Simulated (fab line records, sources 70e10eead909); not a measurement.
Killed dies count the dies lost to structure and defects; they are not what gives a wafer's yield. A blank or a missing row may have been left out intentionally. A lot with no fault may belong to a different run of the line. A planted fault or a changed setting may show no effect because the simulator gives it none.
Chamber matching -- flow nandHarc -- NHARC_A_M1_ETCH_35 on rieDiel-10: 4 sister chambers
The step etches the open film in N2/H2, target depth 40 nm, overetch 12 nm, time 43.94 s. 20 wafers are shown with their chamber, then 10 later ones without.

WAFERS PAIRED WITH THEIR CHAMBERS
wafer,chamber,showerheadPlenumPTorr (Torr),drypumpMotorCurrentA (A),rfVppV (V)
L074.1,0,2.08,5.9,431.0
L074.4,3,1.98,6.2,429.4
L074.5,2,2.00,5.8,429.2
L076.3,1,1.94,5.3,427.5
L076.4,0,2.08,5.9,431.5
L076.5,2,2.00,5.8,429.0
L077.4,1,1.94,5.4,429.3
L077.5,0,2.08,5.9,432.3
L077.6,1,1.94,5.4,428.2
L082.1,2,2.00,5.8,429.3
L082.3,3,1.98,6.2,429.4
L082.6,2,2.00,5.9,430.4
L079.2,3,1.98,6.2,428.2
L079.4,1,1.93,5.3,428.0
L079.6,2,2.00,5.8,428.6
L083.1,0,2.08,5.9,431.8
L083.3,3,1.98,6.2,427.4
L083.5,2,2.00,5.9,429.6
L085.1,0,2.08,5.9,432.4
L085.3,1,1.93,5.3,427.7

SIGNATURES (averages over the wafers above)
reading,chamber 0,chamber 1,chamber 2,chamber 3,scatter within a chamber
showerheadPlenumPTorr,2.0800,1.9360,2.0000,1.9800,0.00274
drypumpMotorCurrentA,5.900,5.340,5.833,6.200,0.0398
rfVppV,431.800,428.140,429.350,428.600,0.71
Rule: a wafer lies at a distance from a chamber equal to the root of the sum of squares, over the readings, of (its reading less the chamber's mean, divided by the reading's scatter). If the next closest chamber is less than 2 further off than the closest, the wafer can't be placed; otherwise it belongs to the closest. The scatter: take each reading less its chamber's mean, square it, sum over the shown wafers, divide by the number of wafers less the number of chambers, and take the root.

WAFERS WITH NO CHAMBER GIVEN
wafer,showerheadPlenumPTorr (Torr),drypumpMotorCurrentA (A),rfVppV (V)
L085.5,1.98,6.1,427.4
L093.2,2.08,5.9,431.6
L093.4,2.00,5.9,429.3
L093.6,1.98,6.2,428.4
L092.1,1.99,5.8,428.3
L092.3,1.98,6.2,428.3
L092.4,2.08,5.9,433.1
L094.1,2.08,5.9,431.2
L094.2,1.99,5.8,428.8
L094.5,1.99,5.8,430.1

WHICH CHAMBER EACH ONE RAN IN
wafer,from the rows above,in truth
L085.5,3,3
L093.2,0,0
L093.4,2,2
L093.6,3,3
L092.1,2,2
L092.3,3,3
L092.4,0,0
L094.1,0,0
L094.2,2,2
L094.5,2,2
Placed correctly: 10 of 10. Not placeable from these rows: 0. Wrongly placed: 0.
